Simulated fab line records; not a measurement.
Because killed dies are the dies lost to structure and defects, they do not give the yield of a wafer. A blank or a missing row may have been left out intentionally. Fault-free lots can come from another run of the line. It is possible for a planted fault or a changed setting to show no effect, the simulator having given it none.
Which tool did it? -- flow n5 finfet -- 24 lots with 72 wafers sampled at 3 steps, on a route of 1938 steps

WHAT THE GAUGES READ, wafer by wafer
N5_BEOL_M2_CD_MEAS_35: target cd 18 nm, target cd y 22.2 nm. Usual: cd nm 18.1 nm, standard deviation 0.35.
lot,measured,on,cd nm (nm),flag
L074,day 6 18:45,cd sem-02,17.2 17.0 17.3,
L075,day 6 22:08,cd sem-03,19.1 18.3 18.4,
L076,day 7 13:25,cd sem-03,17.8 18.0 18.4,
L079,day 8 06:10,cd sem-02,18.5 18.6 18.7,
L077,day 8 06:12,cd sem-03,18.2 18.1 18.1,
L080,day 8 09:50,cd sem-02,17.8 18.0 18.3,
L078,day 8 09:55,cd sem-03,17.5 18.7 18.1,
L081,day 8 14:28,cd sem-02,18.2 18.0 18.1,
L082,day 8 17:28,cd sem-02,18.6 18.2 18.4,
L083,day 8 20:32,cd sem-02,18.3 17.7 18.3,
L084,day 9 14:07,cd sem-02,17.5 17.5 18.0,
L085,day 9 14:39,cd sem-03,17.9 17.9 18.3,
L086,day 10 00:43,cd sem-02,18.4 17.7 17.6,
L087,day 10 13:31,cd sem-01,17.9 18.0 17.6,
L088,day 10 23:59,cd sem-03,18.3 18.4 17.8,
L089,day 11 02:14,cd sem-01,17.6 17.9 17.7,
L090,day 11 02:16,cd sem-01,17.8 17.6 17.6,
L092,day 11 08:09,cd sem-03,18.3 18.1 17.9,
L091,day 11 08:37,cd sem-01,17.6 18.2 18.0,
L093,day 11 13:19,cd sem-01,18.2 18.0 18.1,
L094,day 12 02:18,cd sem-01,17.9 17.6 18.0,
L095,day 12 06:30,cd sem-02,17.5 18.3 18.4,
L097,day 12 12:38,cd sem-02,18.2 18.0 17.3,
L096,day 12 17:06,cd sem-02,18.4 18.0 18.3,

WHICH TOOL RAN EACH LOT (tool, then ch and the chambers of the sampled wafers, then the start)
lot,N5_BEOL_M2_ETCH_69,N5_BEOL_M2_STRIP_36
L074,"rie diel-03 ch 1,3, day 6 17:25","rie diel-02 ch 1,2, day 6 18:24"
L075,"rie diel-03 ch 2,3, day 6 21:01","rie diel-03 ch 0,3, day 6 21:47"
L076,"rie diel-04 ch 0,2,3, day 7 09:01","rie diel-02 ch 1,3, day 7 13:04"
L079,"rie diel-04 ch 1,2,3, day 7 21:48","rie diel-03 ch 1,2, day 8 05:49"
L077,"rie diel-03 ch 0,1, day 7 22:03","rie diel-02 ch 2,3, day 8 05:50"
L080,"rie diel-02 ch 0,2,3, day 7 23:55","rie diel-03 ch 0,1,3, day 8 09:29"
L078,"rie diel-04 ch 1,2,3, day 8 01:03","rie diel-02 ch 1,2, day 8 09:35"
L081,"rie diel-02 ch 0,1,2, day 8 11:19","rie diel-04 ch 1,2, day 8 14:07"
L082,"rie diel-03 ch 1,2,3, day 8 15:58","rie diel-03 ch 1,2,3, day 8 17:07"
L083,"rie diel-03 ch 0,1,2, day 8 19:42","rie diel-02 ch 2,3, day 8 20:12"
L084,"rie diel-04 ch 2,3, day 9 07:40","rie diel-02 ch 0,1,2, day 9 13:46"
L085,"rie diel-04 ch 0,2, day 9 07:53","rie diel-03 ch 0,1,3, day 9 14:18"
L086,"rie diel-03 ch 0,2,3, day 9 23:40","rie diel-04 ch 1,2, day 10 00:22"
L087,"rie diel-04 ch 0,1,3, day 10 11:56","rie diel-03 ch 0,1, day 10 13:10"
L088,"rie diel-03 ch 0,2,3, day 10 20:28","rie diel-03 ch 0,1,2, day 10 23:38"
L089,"rie diel-02 ch 1,3, day 10 20:43","rie diel-03 ch 0,1, day 11 01:53"
L090,"rie diel-02 ch 0,1,2, day 10 21:42","rie diel-04 ch 0,3, day 11 01:55"
L092,"rie diel-03 ch 1,2,3, day 11 05:08","rie diel-04 ch 0,1, day 11 07:48"
L091,"rie diel-04 ch 1,3, day 11 06:16","rie diel-02 ch 1,3, day 11 08:16"
L093,"rie diel-02 ch 0,1,3, day 11 10:17","rie diel-02 ch 0,1,3, day 11 12:59"
L094,"rie diel-03 ch 2,3, day 11 23:15","rie diel-04 ch 1,2, day 12 01:47"
L095,"rie diel-02 ch 1,3, day 11 23:20","rie diel-04 ch 0,1,3, day 12 06:09"
L097,"rie diel-03 ch 1,2, day 12 08:12","rie diel-04 ch 0,1,3, day 12 12:18"
L096,"rie diel-04 ch 0,1,3, day 12 08:39","rie diel-02 ch 2,3, day 12 16:46"
- N5_BEOL_M2_ETCH_69: etches SiARC in CF4, target depth 15.6 nm, time 26 s.
- N5_BEOL_M2_STRIP_36: strips in N2/H2.

AS READ BY THE TOOLS THEMSELVES (means over the sampled wafers that have a number; for cases with no such wafer, the mark the record gives instead)
N5_BEOL_M2_ETCH_69. Usual: bias w is 35.99 W with standard deviation 0.12, drypump motor current A is 5.8 A with standard deviation 0.45, etch rf on time s is 26.0 s with standard deviation 0.6, oes product au is 0.67 a.u. with standard deviation 0.077, rf vpp V is 184.0 V with standard deviation 1.3, showerhead plenum p Torr is 2.15 Torr with standard deviation 0.072, and throttle valve pct is 15.56 % with standard deviation 0.18.
lot,tool,bias w (W),drypump motor current A (A),etch rf on time s (s),oes product au (a.u.),rf vpp V (V),showerhead plenum p Torr (Torr),throttle valve pct (%),flag
L074,rie diel-03,35.92,5.4,26.0,0.69,183.8,2.12,15.51,
L075,rie diel-03,35.99,5.6,26.1,0.63,182.9,2.07,15.70,
L076,rie diel-04,35.98,6.2,26.5,0.65,182.8,2.08,15.77,
L079,rie diel-04,35.97,6.1,26.2,0.65,182.7,2.11,15.67,
L077,rie diel-03,36.03,5.5,25.5,0.67,183.4,2.14,15.44,
L080,rie diel-02,36.01,5.4,25.9,0.61,183.9,2.12,15.68,
L078,rie diel-04,36.01,6.1,25.7,0.65,183.1,2.11,15.67,
L081,rie diel-02,36.05,5.6,26.3,0.60,183.3,2.15,15.70,
L082,rie diel-03,36.12,5.5,26.3,0.73,185.5,2.20,15.39,
L083,rie diel-03,36.02,5.4,26.1,0.67,183.6,2.15,15.43,
L084,rie diel-04,35.95,5.9,26.6,0.64,183.1,2.07,15.76,
L085,rie diel-04,35.97,6.3,26.3,0.73,185.1,2.19,15.61,
L086,rie diel-03,36.05,5.6,25.7,0.70,184.2,2.18,15.44,
L087,rie diel-04,36.16,6.5,25.7,0.77,184.1,2.18,15.45,
L088,rie diel-03,35.96,5.6,25.7,0.69,183.9,2.18,15.46,
L089,rie diel-02,36.01,6.0,26.2,0.60,185.4,2.18,15.64,
L090,rie diel-02,36.04,5.6,26.6,0.59,184.9,2.14,15.74,
L092,rie diel-03,35.97,5.5,26.0,0.71,185.2,2.19,15.42,
L091,rie diel-04,35.95,6.3,25.4,0.77,183.8,2.12,15.34,
L093,rie diel-02,36.04,5.7,26.3,0.60,183.7,2.12,15.62,
L094,rie diel-03,35.78,5.5,25.7,0.70,184.5,2.18,15.45,
L095,rie diel-02,36.05,5.8,25.6,0.61,183.4,2.15,15.65,
L097,rie diel-03,35.90,5.4,26.0,0.67,183.9,2.15,15.44,
L096,rie diel-04,36.02,6.5,25.3,0.75,184.5,2.17,15.48,

N5_BEOL_M2_STRIP_36. Usual: drypump motor current A 5.8 A, standard deviation 0.47; oes product au 0.79 a.u., standard deviation 0.091; rf vpp V 59.0 V, standard deviation 1.5; showerhead plenum p Torr 2.56 Torr, standard deviation 0.093; throttle valve pct 23.6 %, standard deviation 0.31.
lot,tool,drypump motor current A (A),oes product au (a.u.),rf vpp V (V),showerhead plenum p Torr (Torr),throttle valve pct (%),flag
L074,rie diel-02,5.5,0.72,58.7,2.64,24.1,
L075,rie diel-03,5.7,0.73,57.2,2.49,23.9,
L076,rie diel-02,5.8,0.73,60.1,2.56,23.6,
L079,rie diel-03,5.4,0.81,60.1,2.55,23.3,
L077,rie diel-02,5.4,0.72,59.5,2.60,24.1,
L080,rie diel-03,5.5,0.86,60.6,2.60,23.5,
L078,rie diel-02,5.9,0.72,59.6,2.63,23.9,
L081,rie diel-04,6.1,0.68,58.1,2.46,23.4,
L082,rie diel-03,5.5,0.87,60.8,2.61,23.3,
L083,rie diel-02,5.3,0.72,58.3,2.60,24.1,
L084,rie diel-02,5.6,0.71,58.8,2.55,23.8,
L085,rie diel-03,5.5,0.83,60.2,2.60,23.6,
L086,rie diel-04,5.8,0.78,59.2,2.43,23.5,
L087,rie diel-03,5.4,0.79,58.1,2.56,23.5,
L088,rie diel-03,5.4,0.77,58.2,2.54,23.5,
L089,rie diel-03,5.6,0.75,58.7,2.54,23.8,
L090,rie diel-04,6.5,0.87,58.4,2.62,23.6,
L092,rie diel-04,6.4,0.91,59.3,2.56,23.4,
L091,rie diel-02,6.0,0.71,59.7,2.58,23.7,
L093,rie diel-02,5.7,0.70,58.4,2.50,23.6,
L094,rie diel-04,5.8,0.97,59.2,2.64,23.3,
L095,rie diel-04,6.5,0.88,58.4,2.59,23.5,
L097,rie diel-04,6.5,0.88,58.9,2.59,23.5,
L096,rie diel-02,5.4,0.89,60.2,2.58,23.9,

THE ANSWER, worked out from the rows above alone
Rule: take the mean of a lot's wafers that have a number; if it is more than 3 standard deviations from the usual mean, the lot is off. Also off: a lot with no number at a reading for which 4 or more lots have one. Where the step has rows for the other lots, those lots are counted as sound. The gauges are gone through in route order, then the tools' own readings, and for those a lot's mean is taken as printed above. The first step at which some lot is off is used, and at that step the reading that is off furthest; a lot without a number counts as furthest.
Nothing can be told from this: no lot is off at any reading shown.

WHAT WAS PUT IN BY THE SIMULATOR
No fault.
